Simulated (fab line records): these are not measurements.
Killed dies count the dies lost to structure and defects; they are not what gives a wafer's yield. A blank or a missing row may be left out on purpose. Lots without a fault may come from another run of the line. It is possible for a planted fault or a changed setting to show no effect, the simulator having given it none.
fab line records :: flow nandHarc
record
  lots=6
  wafers=18
  lastDay=33
route steps=1302 shown P_GATE@155
lots untouched by any fault: they come from a run of this same line in which no faults occurred
startH: start of the lot's first displayed wafer, in hours after the record's first day :: waitH: hours from the lot's prior step to this one :: " repeats the value in the row above :: L1.1+2: a single row standing in for several wafers :: - no value present, or no start provided :: * or withheld: withheld :: < > ~ a bound
route shown NAME@n: a module of which the file shows steps, and the number in the route of the first :: usual: mean/standard deviation taken from wafers without a fault :: same: alike in all rows :: chamber/n: place in a boat :: sites: per-site readings :: _std_site: the values' standard deviation :: _edge_site: the outer-site mean with the inner-site mean subtracted :: radiusMm: how far each site lies from the wafer's centre :: mask NAME#n: copy n :: behind: the most recent tool/chamber to have shaped the wafer :: hold: what put the lot on hold/how long, in hours/how the hold closed :: device: whichever transistor did not switch (one of n, p or np) :: end of line: tests of these same wafers at the route's end :: a step given without rows: its recipe and nothing more :: killed: dies lost to structure and defects at the first sort, not the wafer's yield :: map: shows each die of a wafer: x if killed, . if not, _ if none is there
set.NAME: the setting the step ran with; set.NAME@STEP: the setting that earlier step ran with :: model.NAME: the simulator's own value behind a step, which no gauge read
a table for each step, a row for each wafer; lots at some steps of the route
services: from which hour (startH, from the record's first day; less than 0 if before it) a tool's chamber was out of use, for how many hours, and why
## steps
# step NHARC_P_GATE_ALD_36
# recipe
  targetThkA=200
  pulseTimeS=60
  aldCycles=223
  tempC=400
  material=SiNx
# usual
  heaterPowerW=834/60
  precursorPulseHeightRel=1.000/0.02
lot.wafer: L765.1
tool: aldSin-04
chamber: 2
startH: 131.74
waitH: -
heaterPowerW: 743
precursorPulseHeightRel: 1.017
sinceWetCleanH: 40

lot.wafer: L765.2
tool: aldSin-04
chamber: 0
startH: 133.82
waitH: -
heaterPowerW: 764
precursorPulseHeightRel: 0.994
sinceWetCleanH: 42

lot.wafer: L765.6
tool: aldSin-04
chamber: 2
startH: 135.91
waitH: -
heaterPowerW: 746
precursorPulseHeightRel: 0.988
sinceWetCleanH: -

lot.wafer: L767.3
tool: aldSin-02
chamber: 3
startH: 149.82
waitH: -
heaterPowerW: 805
precursorPulseHeightRel: 1.030
sinceWetCleanH: 24

lot.wafer: L767.2
tool: aldSin-02
chamber: 1
startH: 151.94
waitH: -
heaterPowerW: 889
precursorPulseHeightRel: 0.992
sinceWetCleanH: 26

lot.wafer: L767.5
tool: aldSin-02
chamber: 2
startH: 153.00
waitH: -
heaterPowerW: 846
precursorPulseHeightRel: 1.003
sinceWetCleanH: -

lot.wafer: L780.3
tool: aldSin-04
chamber: 0
startH: 284.55
waitH: -
heaterPowerW: 802
precursorPulseHeightRel: 0.979
sinceWetCleanH: 14

lot.wafer: L780.4
tool: aldSin-04
chamber: 2
startH: 286.67
waitH: -
heaterPowerW: 772
precursorPulseHeightRel: 0.985
sinceWetCleanH: 16

lot.wafer: L780.2
tool: aldSin-04
chamber: 3
startH: 287.73
waitH: -
heaterPowerW: 901
precursorPulseHeightRel: 1.021
sinceWetCleanH: 18

lot.wafer: L781.4
tool: aldSin-02
chamber: 3
startH: 285.17
waitH: -
heaterPowerW: 837
precursorPulseHeightRel: 0.989
sinceWetCleanH: 159

lot.wafer: L781.3
tool: aldSin-02
chamber: 1
startH: 287.24
waitH: -
heaterPowerW: 911
precursorPulseHeightRel: 0.993
sinceWetCleanH: 161

lot.wafer: L781.6
tool: aldSin-02
chamber: 0
startH: 290.36
waitH: -
heaterPowerW: 874
precursorPulseHeightRel: 1.018
sinceWetCleanH: -

lot.wafer: L782.4
tool: aldSin-01
chamber: 2
startH: 298.70
waitH: -
heaterPowerW: 784
precursorPulseHeightRel: 1.034
sinceWetCleanH: 72

lot.wafer: L782.3
tool: aldSin-01
chamber: 0
startH: 300.82
waitH: -
heaterPowerW: 758
precursorPulseHeightRel: 1.001
sinceWetCleanH: 74

lot.wafer: L782.6
tool: aldSin-01
chamber: 3
startH: 304.00
waitH: -
heaterPowerW: 907
precursorPulseHeightRel: 1.005
sinceWetCleanH: -

lot.wafer: L784.4
tool: aldSin-02
chamber: 2
startH: 321.94
waitH: -
heaterPowerW: 873
precursorPulseHeightRel: 0.970
sinceWetCleanH: 18

lot.wafer: L784.2
tool: aldSin-02
chamber: 3
startH: 322.98
waitH: -
heaterPowerW: 786
precursorPulseHeightRel: 0.967
sinceWetCleanH: 19

lot.wafer: L784.1
tool: aldSin-02
chamber: 0
startH: 324.02
waitH: -
heaterPowerW: 836
precursorPulseHeightRel: 0.982
sinceWetCleanH: 20
# step NHARC_P_GATE_ETCHBACK_37
# recipe
  targetDepthA=345
  timeS=17.2
  chf3FlowSccm=50
  o2FlowSccm=10
  arFlowSccm=200
  rfW=500
  biasW=200
  chemistry=CHF3/O2
# usual
  drypumpMotorCurrentA=5.3/0.46
  oesProductAu=0.95/0.035
  rfVppV=370.6/2.6
  showerheadPlenumPTorr=2.40/0.11
  throttleValvePct=20.572/0.01
lot.wafer: L765.1
tool: rieDiel-03
chamber: 3
startH: -
waitH: -
drypumpMotorCurrentA: 4.9
oesProductAu: 0.99
rfHoursCounterH: 0
rfVppV: 371.8
showerheadPlenumPTorr: 2.44
throttleValvePct: 20.581

lot.wafer: L765.2
tool: rieDiel-03
chamber: 0
startH: -
waitH: -
drypumpMotorCurrentA: 5.1
oesProductAu: 0.99
rfHoursCounterH: 0
rfVppV: 373.4
showerheadPlenumPTorr: 2.53
throttleValvePct: 20.573

lot.wafer: L765.6
tool: rieDiel-03
chamber: 0
startH: -
waitH: -
drypumpMotorCurrentA: 5.1
oesProductAu: 0.98
rfHoursCounterH: -
rfVppV: 373.7
showerheadPlenumPTorr: 2.54
throttleValvePct: 20.568

lot.wafer: L767.2
tool: rieDiel-13
chamber: 1
startH: -
waitH: -
drypumpMotorCurrentA: 4.7
oesProductAu: 0.94
rfHoursCounterH: 10
rfVppV: 368.1
showerheadPlenumPTorr: 2.26
throttleValvePct: 20.562

lot.wafer: L767.3
tool: rieDiel-13
chamber: 0
startH: -
waitH: -
drypumpMotorCurrentA: 5.7
oesProductAu: 0.93
rfHoursCounterH: 9
rfVppV: 369.2
showerheadPlenumPTorr: 2.37
throttleValvePct: 20.574

lot.wafer: L767.5
tool: rieDiel-13
chamber: 1
startH: -
waitH: -
drypumpMotorCurrentA: 4.8
oesProductAu: 0.94
rfHoursCounterH: -
rfVppV: 368.5
showerheadPlenumPTorr: 2.26
throttleValvePct: 20.569

lot.wafer: L780.2
tool: rieDiel-13
chamber: 3
startH: -
waitH: -
drypumpMotorCurrentA: 5.5
oesProductAu: 0.94
rfHoursCounterH: 5
rfVppV: 373.9
showerheadPlenumPTorr: 2.54
throttleValvePct: 20.602

lot.wafer: L780.4
tool: rieDiel-13
chamber: 0
startH: -
waitH: -
drypumpMotorCurrentA: 5.7
oesProductAu: 0.94
rfHoursCounterH: 5
rfVppV: 370.3
showerheadPlenumPTorr: 2.37
throttleValvePct: 20.567

lot.wafer: L780.3
tool: rieDiel-13
chamber: 1
startH: -
waitH: -
drypumpMotorCurrentA: 4.7
oesProductAu: 0.95
rfHoursCounterH: 6
rfVppV: 367.3
showerheadPlenumPTorr: 2.26
throttleValvePct: 20.577

lot.wafer: L781.3
tool: rieDiel-03
chamber: 2
startH: -
waitH: -
drypumpMotorCurrentA: 5.2
oesProductAu: 0.91
rfHoursCounterH: 9
rfVppV: 374.1
showerheadPlenumPTorr: 2.56
throttleValvePct: 20.567

lot.wafer: L781.4
tool: rieDiel-03
chamber: 0
startH: -
waitH: -
drypumpMotorCurrentA: 5.2
oesProductAu: 0.91
rfHoursCounterH: 10
rfVppV: 373.5
showerheadPlenumPTorr: 2.53
throttleValvePct: 20.566

lot.wafer: L781.6
tool: rieDiel-03
chamber: 3
startH: -
waitH: -
drypumpMotorCurrentA: 5.0
oesProductAu: 0.91
rfHoursCounterH: -
rfVppV: 370.3
showerheadPlenumPTorr: 2.44
throttleValvePct: 20.567

lot.wafer: L782.3
tool: rieDiel-13
chamber: 1
startH: -
waitH: -
drypumpMotorCurrentA: 4.7
oesProductAu: 0.92
rfHoursCounterH: 7
rfVppV: 368.5
showerheadPlenumPTorr: 2.26
throttleValvePct: 20.578

lot.wafer: L782.4
tool: rieDiel-13
chamber: 2
startH: -
waitH: -
drypumpMotorCurrentA: 4.9
oesProductAu: 0.93
rfHoursCounterH: 4
rfVppV: 372.3
showerheadPlenumPTorr: 2.45
throttleValvePct: 20.570

lot.wafer: L782.6
tool: rieDiel-13
chamber: 0
startH: -
waitH: -
drypumpMotorCurrentA: 5.7
oesProductAu: 0.93
rfHoursCounterH: -
rfVppV: 370.6
showerheadPlenumPTorr: 2.37
throttleValvePct: 20.575

lot.wafer: L784.4
tool: rieDiel-13
chamber: 1
startH: -
waitH: -
drypumpMotorCurrentA: 4.8
oesProductAu: 0.93
rfHoursCounterH: 10
rfVppV: 368.8
showerheadPlenumPTorr: 2.25
throttleValvePct: 20.576

lot.wafer: L784.1
tool: rieDiel-13
chamber: 3
startH: -
waitH: -
drypumpMotorCurrentA: 5.5
oesProductAu: 0.91
rfHoursCounterH: 8
rfVppV: 373.3
showerheadPlenumPTorr: 2.54
throttleValvePct: 20.588

lot.wafer: L784.2
tool: rieDiel-13
chamber: 0
startH: -
waitH: -
drypumpMotorCurrentA: 5.7
oesProductAu: 0.93
rfHoursCounterH: 9
rfVppV: 369.1
showerheadPlenumPTorr: 2.37
throttleValvePct: 20.558
# step NHARC_P_GATE_STRIP_101
# recipe
  timeS=20
  o2FlowSccm=500
  arFlowSccm=0
  biasW=0
  chemistry=O2
# usual
  drypumpMotorCurrentA=5.3/0.46
  oesProductAu=0.998/0.0087
  rfVppV=57.8/0.82
  showerheadPlenumPTorr=3.54/0.16
  throttleValvePct=17.036/0.0097
lot.wafer: L765.2
tool: rieDiel-03
chamber: 1
startH: 140.22
waitH: 0.1
drypumpMotorCurrentA: 5.1
oesProductAu: 0.997
rfHoursCounterH: 0
rfVppV: 58.1
showerheadPlenumPTorr: 3.45
throttleValvePct: 17.024

lot.wafer: L765.1
tool: rieDiel-03
chamber: 2
startH: 140.22
waitH: 0.1
drypumpMotorCurrentA: 5.2
oesProductAu: 1.009
rfHoursCounterH: 0
rfVppV: 59.7
showerheadPlenumPTorr: 3.76
throttleValvePct: 17.039

lot.wafer: L765.6
tool: rieDiel-03
chamber: 0
startH: 140.22
waitH: 0.1
drypumpMotorCurrentA: 5.2
oesProductAu: 0.995
rfHoursCounterH: -
rfVppV: 57.6
showerheadPlenumPTorr: 3.72
throttleValvePct: 17.033

lot.wafer: L767.3
tool: rieDiel-13
chamber: 0
startH: 158.39
waitH: 0.1
drypumpMotorCurrentA: 5.7
oesProductAu: 1.002
rfHoursCounterH: 9
rfVppV: 57.5
showerheadPlenumPTorr: 3.48
throttleValvePct: 17.029

lot.wafer: L767.2
tool: rieDiel-13
chamber: 1
startH: 158.39
waitH: 0.1
drypumpMotorCurrentA: 4.7
oesProductAu: 0.999
rfHoursCounterH: 10
rfVppV: 58.2
showerheadPlenumPTorr: 3.32
throttleValvePct: 17.015

lot.wafer: L767.5
tool: rieDiel-13
chamber: 1
startH: 158.39
waitH: 0.1
drypumpMotorCurrentA: 4.7
oesProductAu: 0.997
rfHoursCounterH: -
rfVppV: 58.3
showerheadPlenumPTorr: 3.32
throttleValvePct: 17.019

lot.wafer: L780.3
tool: rieDiel-13
chamber: 0
startH: 294.17
waitH: 0.1
drypumpMotorCurrentA: 5.7
oesProductAu: 1.004
rfHoursCounterH: 5
rfVppV: 57.8
showerheadPlenumPTorr: 3.48
throttleValvePct: 17.047

lot.wafer: L780.2
tool: rieDiel-13
chamber: 2
startH: 294.17
waitH: 0.1
drypumpMotorCurrentA: 4.9
oesProductAu: 0.988
rfHoursCounterH: 3
rfVppV: 56.8
showerheadPlenumPTorr: 3.60
throttleValvePct: 17.033

lot.wafer: L780.4
tool: rieDiel-13
chamber: 3
startH: 294.17
waitH: 0.1
drypumpMotorCurrentA: 5.5
oesProductAu: 0.993
rfHoursCounterH: 5
rfVppV: 57.9
showerheadPlenumPTorr: 3.73
throttleValvePct: 17.048

lot.wafer: L781.4
tool: rieDiel-03
chamber: 1
startH: 294.67
waitH: 0.1
drypumpMotorCurrentA: 5.1
oesProductAu: 0.980
rfHoursCounterH: 9
rfVppV: 58.0
showerheadPlenumPTorr: 3.45
throttleValvePct: 17.047

lot.wafer: L781.3
tool: rieDiel-03
chamber: 0
startH: 294.67
waitH: 0.1
drypumpMotorCurrentA: 5.1
oesProductAu: 1.003
rfHoursCounterH: 10
rfVppV: 59.0
showerheadPlenumPTorr: 3.71
throttleValvePct: 17.043

lot.wafer: L781.6
tool: rieDiel-03
chamber: 1
startH: 294.67
waitH: 0.1
drypumpMotorCurrentA: 5.1
oesProductAu: 0.990
rfHoursCounterH: -
rfVppV: 56.5
showerheadPlenumPTorr: 3.45
throttleValvePct: 17.040

lot.wafer: L782.3
tool: rieDiel-13
chamber: 3
startH: 308.33
waitH: 0.1
drypumpMotorCurrentA: 5.5
oesProductAu: 0.988
rfHoursCounterH: 6
rfVppV: 57.8
showerheadPlenumPTorr: 3.73
throttleValvePct: 17.040

lot.wafer: L782.4
tool: rieDiel-13
chamber: 0
startH: 308.33
waitH: 0.1
drypumpMotorCurrentA: 5.7
oesProductAu: 1.001
rfHoursCounterH: 6
rfVppV: 58.4
showerheadPlenumPTorr: 3.48
throttleValvePct: 17.040

lot.wafer: L782.6
tool: rieDiel-13
chamber: 3
startH: 308.33
waitH: 0.1
drypumpMotorCurrentA: 5.5
oesProductAu: 0.985
rfHoursCounterH: -
rfVppV: 58.2
showerheadPlenumPTorr: 3.73
throttleValvePct: 17.037

lot.wafer: L784.1
tool: rieDiel-13
chamber: 3
startH: 330.42
waitH: 0.1
drypumpMotorCurrentA: 5.6
oesProductAu: 0.994
rfHoursCounterH: 8
rfVppV: 58.2
showerheadPlenumPTorr: 3.73
throttleValvePct: 17.024

lot.wafer: L784.2
tool: rieDiel-13
chamber: 0
startH: 330.42
waitH: 0.1
drypumpMotorCurrentA: 5.8
oesProductAu: 1.002
rfHoursCounterH: 9
rfVppV: 58.0
showerheadPlenumPTorr: 3.48
throttleValvePct: 17.025

lot.wafer: L784.4
tool: rieDiel-13
chamber: 1
startH: 330.42
waitH: 0.1
drypumpMotorCurrentA: 4.8
oesProductAu: 0.990
rfHoursCounterH: 10
rfVppV: 57.6
showerheadPlenumPTorr: 3.32
throttleValvePct: 17.038
# step NHARC_P_GATE_PRECLEAN_97
# recipe
  timeS=600
  tempC=120
  chemistry=SPM
# step NHARC_P_GATE_SRD_98
# step NHARC_P_GATE_PRECLEAN_99
# recipe
  timeS=*
  tempC=50
  bathAgeMin=0
  chemistry=SC1
# step NHARC_P_GATE_SRD_100
# step NHARC_P_GATE_DEHYDRATE_38
# recipe
  tempC=150
  timeS=120
# step NHARC_P_GATE_HMDS_39
# recipe
  timeS=30
# step NHARC_P_GATE_COAT_40
# recipe
  spinRpm=3000
# step NHARC_P_GATE_SOFTBAKE_41
# recipe
  tempC=122
  timeS=95
# step NHARC_P_GATE_EBR_42
# step NHARC_P_GATE_EXPOSE_43
# recipe
  na=0.6
  targetCdNm=720
  doseMj=14.81
  maskId=P_NSD
# usual
  exposureDoseMJCm2=14.812/0.015
lot.wafer: L765.1
tool: krfScanner-03
chamber: 0
startH: 140.86
waitH: -
mask: P_NSD#0
exposureDoseMJCm2: 14.839

lot.wafer: L765.2
tool: krfScanner-03
chamber: 0
startH: 140.86
waitH: -
mask: P_NSD#0
exposureDoseMJCm2: 14.828

lot.wafer: L765.6
tool: krfScanner-03
chamber: 0
startH: 140.86
waitH: -
mask: P_NSD#0
exposureDoseMJCm2: 14.831

lot.wafer: L767.2
tool: krfScanner-01
chamber: 0
startH: 159.16
waitH: -
mask: P_NSD#0
exposureDoseMJCm2: 14.805

lot.wafer: L767.3
tool: krfScanner-01
chamber: 0
startH: 159.16
waitH: -
mask: P_NSD#0
exposureDoseMJCm2: 14.784

lot.wafer: L767.5
tool: krfScanner-01
chamber: 0
startH: 159.16
waitH: -
mask: P_NSD#0
exposureDoseMJCm2: 14.801

lot.wafer: L780.2
tool: krfScanner-03
chamber: 0
startH: 294.81
waitH: -
mask: P_NSD#0
exposureDoseMJCm2: 14.790

lot.wafer: L780.3
tool: krfScanner-03
chamber: 0
startH: 294.81
waitH: -
mask: P_NSD#0
exposureDoseMJCm2: 14.807

lot.wafer: L780.4
tool: krfScanner-03
chamber: 0
startH: 294.81
waitH: -
mask: P_NSD#0
exposureDoseMJCm2: 14.785

lot.wafer: L781.3
tool: krfScanner-01
chamber: 0
startH: 295.44
waitH: -
mask: P_NSD#0
exposureDoseMJCm2: 16.853

lot.wafer: L781.4
tool: krfScanner-01
chamber: 0
startH: 295.44
waitH: -
mask: P_NSD#0
exposureDoseMJCm2: 16.853

lot.wafer: L781.6
tool: krfScanner-01
chamber: 0
startH: 295.44
waitH: -
mask: P_NSD#0
exposureDoseMJCm2: 16.860

lot.wafer: L782.3
tool: krfScanner-01
chamber: 0
startH: 308.98
waitH: -
mask: P_NSD#0
exposureDoseMJCm2: 16.878

lot.wafer: L782.4
tool: krfScanner-01
chamber: 0
startH: 308.98
waitH: -
mask: P_NSD#0
exposureDoseMJCm2: 16.867

lot.wafer: L782.6
tool: krfScanner-01
chamber: 0
startH: 308.98
waitH: -
mask: P_NSD#0
exposureDoseMJCm2: 16.874

lot.wafer: L784.1
tool: krfScanner-03
chamber: 0
startH: 331.26
waitH: -
mask: P_NSD#0
exposureDoseMJCm2: 14.810

lot.wafer: L784.2
tool: krfScanner-03
chamber: 0
startH: 331.26
waitH: -
mask: P_NSD#0
exposureDoseMJCm2: 14.824

lot.wafer: L784.4
tool: krfScanner-03
chamber: 0
startH: 331.26
waitH: -
mask: P_NSD#0
exposureDoseMJCm2: 14.806
# step NHARC_P_GATE_PEB_44
# recipe
  pebTempC=118
  pebTimeS=85
# step NHARC_P_GATE_DEVELOP_45
# recipe
  timeS=70
# step NHARC_P_GATE_CD_MEAS_46
# recipe
  targetCdNm=720
  landingEnergyEv=500
# usual
  cdNm=719.9/1.8
lot.wafer: L765.1
tool: cdSem-03
chamber: 0
startH: 141.02
waitH: -
cdNm: 717.9

lot.wafer: L765.2
tool: cdSem-03
chamber: 0
startH: 141.02
waitH: -
cdNm: 717.5

lot.wafer: L765.6
tool: cdSem-03
chamber: 0
startH: 141.02
waitH: -
cdNm: 720.8

lot.wafer: L767.2
tool: cdSem-02
chamber: 0
startH: 159.31
waitH: -
cdNm: 716.9

lot.wafer: L767.3
tool: cdSem-02
chamber: 0
startH: 159.31
waitH: -
cdNm: 718.6

lot.wafer: L767.5
tool: cdSem-02
chamber: 0
startH: 159.31
waitH: -
cdNm: 720.2

lot.wafer: L780.2
tool: cdSem-02
chamber: 0
startH: 294.97
waitH: -
cdNm: 720.4

lot.wafer: L780.3
tool: cdSem-02
chamber: 0
startH: 294.97
waitH: -
cdNm: 718.0

lot.wafer: L780.4
tool: cdSem-02
chamber: 0
startH: 294.97
waitH: -
cdNm: 721.9

lot.wafer: L781.3
tool: cdSem-01
chamber: 0
startH: 295.59
waitH: -
cdNm: 738.0

lot.wafer: L781.4
tool: cdSem-01
chamber: 0
startH: 295.59
waitH: -
cdNm: 739.9

lot.wafer: L781.6
tool: cdSem-01
chamber: 0
startH: 295.59
waitH: -
cdNm: 741.0

lot.wafer: L782.3
tool: cdSem-02
chamber: 0
startH: 309.13
waitH: -
cdNm: 739.8

lot.wafer: L782.4
tool: cdSem-02
chamber: 0
startH: 309.13
waitH: -
cdNm: 739.9

lot.wafer: L782.6
tool: cdSem-02
chamber: 0
startH: 309.13
waitH: -
cdNm: 741.3

lot.wafer: L784.1
tool: cdSem-02
chamber: 0
startH: 331.42
waitH: -
cdNm: 720.0

lot.wafer: L784.2
tool: cdSem-02
chamber: 0
startH: 331.42
waitH: -
cdNm: 720.5

lot.wafer: L784.4
tool: cdSem-02
chamber: 0
startH: 331.42
waitH: -
cdNm: 718.0
# step NHARC_P_GATE_HARDBAKE_47
# recipe
  tempC=125
  timeS=80
# step NHARC_P_GATE_DESCUM_48
# recipe
  timeS=3
  o2FlowSccm=200
  arFlowSccm=0
  biasPowerW=0
  chemistry=O2
# usual
  drypumpMotorCurrentA=5.4/0.46
  oesProductAu=0.996/0.009
  rfVppV=57.7/0.94
  showerheadPlenumPTorr=1.91/0.094
  throttleValvePct=11.311/0.0089
lot.wafer: L765.1
tool: rieDiel-06
chamber: 3
startH: 141.18
waitH: -
drypumpMotorCurrentA: 6.6
oesProductAu: 0.999
rfHoursCounterH: 0
rfVppV: 57.0
showerheadPlenumPTorr: 1.79
throttleValvePct: 11.307
model.P_GATE.cdNm: 717.9

lot.wafer: L765.2
tool: rieDiel-06
chamber: 1
startH: 141.18
waitH: -
drypumpMotorCurrentA: 5.5
oesProductAu: 0.987
rfHoursCounterH: 0
rfVppV: 54.6
showerheadPlenumPTorr: 1.78
throttleValvePct: 11.315
model.P_GATE.cdNm: 717.9

lot.wafer: L765.6
tool: rieDiel-06
chamber: 0
startH: 141.18
waitH: -
drypumpMotorCurrentA: 5.6
oesProductAu: 1.003
rfHoursCounterH: -
rfVppV: 57.4
showerheadPlenumPTorr: 1.96
throttleValvePct: 11.309
model.P_GATE.cdNm: 720.3

lot.wafer: L767.3
tool: rieDiel-13
chamber: 0
startH: 159.48
waitH: -
drypumpMotorCurrentA: 5.7
oesProductAu: 1.000
rfHoursCounterH: 9
rfVppV: 59.3
showerheadPlenumPTorr: 1.89
throttleValvePct: 11.305
model.P_GATE.cdNm: 718.6

lot.wafer: L767.2
tool: rieDiel-13
chamber: 1
startH: 159.48
waitH: -
drypumpMotorCurrentA: 4.7
oesProductAu: 0.992
rfHoursCounterH: 10
rfVppV: 57.0
showerheadPlenumPTorr: 1.79
throttleValvePct: 11.324
model.P_GATE.cdNm: 716.9

lot.wafer: L767.5
tool: rieDiel-13
chamber: 0
startH: 159.48
waitH: -
drypumpMotorCurrentA: 5.7
oesProductAu: 0.994
rfHoursCounterH: -
rfVppV: 57.7
showerheadPlenumPTorr: 1.89
throttleValvePct: 11.313
model.P_GATE.cdNm: 720.5

lot.wafer: L780.4
tool: rieDiel-06
chamber: 0
startH: 295.12
waitH: -
drypumpMotorCurrentA: 5.6
oesProductAu: 0.994
rfHoursCounterH: 10
rfVppV: 57.9
showerheadPlenumPTorr: 1.96
throttleValvePct: 11.310
model.P_GATE.cdNm: 721.9

lot.wafer: L780.3
tool: rieDiel-06
chamber: 1
startH: 295.12
waitH: -
drypumpMotorCurrentA: 5.5
oesProductAu: 0.989
rfHoursCounterH: 11
rfVppV: 55.6
showerheadPlenumPTorr: 1.78
throttleValvePct: 11.308
model.P_GATE.cdNm: 718.5

lot.wafer: L780.2
tool: rieDiel-06
chamber: 2
startH: 295.12
waitH: -
drypumpMotorCurrentA: 5.2
oesProductAu: 0.983
rfHoursCounterH: 10
rfVppV: 57.9
showerheadPlenumPTorr: 1.83
throttleValvePct: 11.313
model.P_GATE.cdNm: 720.8

lot.wafer: L781.3
tool: rieDiel-03
chamber: 2
startH: 295.77
waitH: -
drypumpMotorCurrentA: 5.2
oesProductAu: 0.997
rfHoursCounterH: 9
rfVppV: 57.3
showerheadPlenumPTorr: 2.04
throttleValvePct: 11.313
model.P_GATE.cdNm: 738.3

lot.wafer: L781.4
tool: rieDiel-03
chamber: 3
startH: 295.77
waitH: -
drypumpMotorCurrentA: 5.0
oesProductAu: 1.002
rfHoursCounterH: 8
rfVppV: 57.4
showerheadPlenumPTorr: 1.94
throttleValvePct: 11.306
model.P_GATE.cdNm: 739.6

lot.wafer: L781.6
tool: rieDiel-03
chamber: 0
startH: 295.77
waitH: -
drypumpMotorCurrentA: 5.1
oesProductAu: 0.984
rfHoursCounterH: -
rfVppV: 59.5
showerheadPlenumPTorr: 2.02
throttleValvePct: 11.310
model.P_GATE.cdNm: 740.9

lot.wafer: L782.3
tool: rieDiel-13
chamber: 3
startH: 309.43
waitH: -
drypumpMotorCurrentA: 5.5
oesProductAu: 0.991
rfHoursCounterH: 6
rfVppV: 58.8
showerheadPlenumPTorr: 2.03
throttleValvePct: 11.320
model.P_GATE.cdNm: 739.7

lot.wafer: L782.4
tool: rieDiel-13
chamber: 1
startH: 309.43
waitH: -
drypumpMotorCurrentA: 4.7
oesProductAu: 0.998
rfHoursCounterH: 8
rfVppV: 55.7
showerheadPlenumPTorr: 1.79
throttleValvePct: 11.303
model.P_GATE.cdNm: 739.8

lot.wafer: L782.6
tool: rieDiel-13
chamber: 3
startH: 309.43
waitH: -
drypumpMotorCurrentA: 5.5
oesProductAu: 0.995
rfHoursCounterH: -
rfVppV: 59.0
showerheadPlenumPTorr: 2.03
throttleValvePct: 11.305
model.P_GATE.cdNm: 740.8

lot.wafer: L784.2
tool: rieDiel-13
chamber: 3
startH: 331.59
waitH: -
drypumpMotorCurrentA: 5.5
oesProductAu: 0.986
rfHoursCounterH: 8
rfVppV: 59.5
showerheadPlenumPTorr: 2.03
throttleValvePct: 11.309
model.P_GATE.cdNm: 720.2

lot.wafer: L784.4
tool: rieDiel-13
chamber: 1
startH: 331.59
waitH: -
drypumpMotorCurrentA: 4.7
oesProductAu: 1.004
rfHoursCounterH: 10
rfVppV: 55.6
showerheadPlenumPTorr: 1.79
throttleValvePct: 11.327
model.P_GATE.cdNm: 718.5

lot.wafer: L784.1
tool: rieDiel-13
chamber: 2
startH: 331.59
waitH: -
drypumpMotorCurrentA: 4.9
oesProductAu: 0.994
rfHoursCounterH: 6
rfVppV: 57.6
showerheadPlenumPTorr: 1.95
throttleValvePct: 11.305
model.P_GATE.cdNm: 720.6
# step NHARC_P_GATE_IMPLANT_49
# recipe
  energyKev=30
  doseCm2=3e+15
  tiltDeg=7
## services
tool: krfScanner-03
chamber: -
startH: 117.84
hours: 1.1
kind: repair

tool: rieDiel-03
chamber: -
startH: 126.35
hours: 9.0
kind: pm

tool: rieDiel-06
chamber: -
startH: 130.20
hours: 9.0
kind: pm

tool: aldSin-02
chamber: -
startH: 135.67
hours: 1.6
kind: repair

tool: krfScanner-01
chamber: -
startH: 138.59
hours: 7.1
kind: repair

tool: rieDiel-03
chamber: 3
startH: 153.56
hours: 9.8
kind: repair

tool: krfScanner-01
chamber: -
startH: 155.11
hours: 0.4
kind: repair

tool: rieDiel-06
chamber: 0
startH: 158.18
hours: 2.5
kind: repair

tool: rieDiel-13
chamber: -
startH: 165.00
hours: 9.0
kind: pm

tool: rieDiel-13
chamber: 0
startH: 175.52
hours: 3.4
kind: repair

tool: krfScanner-03
chamber: -
startH: 183.08
hours: 0.5
kind: repair

tool: krfScanner-01
chamber: -
startH: 200.52
hours: 2.0
kind: repair

tool: rieDiel-03
chamber: 3
startH: 201.22
hours: 13.0
kind: repair

tool: krfScanner-03
chamber: -
startH: 220.72
hours: 1.7
kind: repair

tool: krfScanner-03
chamber: -
startH: 224.00
hours: 4.0
kind: pm

tool: rieDiel-13
chamber: 2
startH: 225.09
hours: 21.4
kind: repair

tool: aldSin-02
chamber: 1
startH: 240.23
hours: 3.8
kind: repair

tool: aldSin-02
chamber: 3
startH: 243.20
hours: 2.8
kind: repair

tool: aldSin-02
chamber: 0
startH: 251.18
hours: 9.0
kind: repair

tool: rieDiel-03
chamber: 2
startH: 273.95
hours: 14.5
kind: repair

tool: aldSin-02
chamber: -
startH: 296.00
hours: 10.0
kind: pm

tool: rieDiel-03
chamber: -
startH: 303.35
hours: 9.0
kind: pm

tool: krfScanner-01
chamber: -
startH: 317.65
hours: 4.0
kind: pm

tool: krfScanner-03
chamber: -
startH: 324.68
hours: 3.2
kind: repair
## key
firstSign
  step=NHARC_P_GATE_EXPOSE_43
  reading=exposureDoseMJCm2
  direction=up
  sigmas=99+
  usual=14.812
  struck=16.864
effect
  step=NHARC_P_GATE_CD_MEAS_46
  reading=cdNm
  direction=up
  sigmas=11
  usual=719.9
  struck=740.0
modelEffect
  step=NHARC_P_GATE_DESCUM_48
  value=P_GATE.cdNm
  without=717.7
  struck=739.8
metAt NHARC_P_GATE_EXPOSE_43
struckWafers L781.3,L781.4,L781.6,L782.3,L782.4,L782.6
testerLeftOut L781,L782
onsetBetween 159.16 295.44
fault
  kind=processParameterDrift
  tool=krfScanner-01
  chamber=-
  onsetH=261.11
  steps=NHARC_P_GATE_EXPOSE_43
  channel=doseMj
  offset=2.0484
  shape=step
  actsIn=theseRecipesOnly
  stated=14.81
# testerLeftOut: of these lots the tester's yield and bins aren't shown, on N5 and GAA mostly nor the transistor test; their killed dies are dies lost to structure and defects alone, not to doping, threshold or leakage, so they don't give the yield
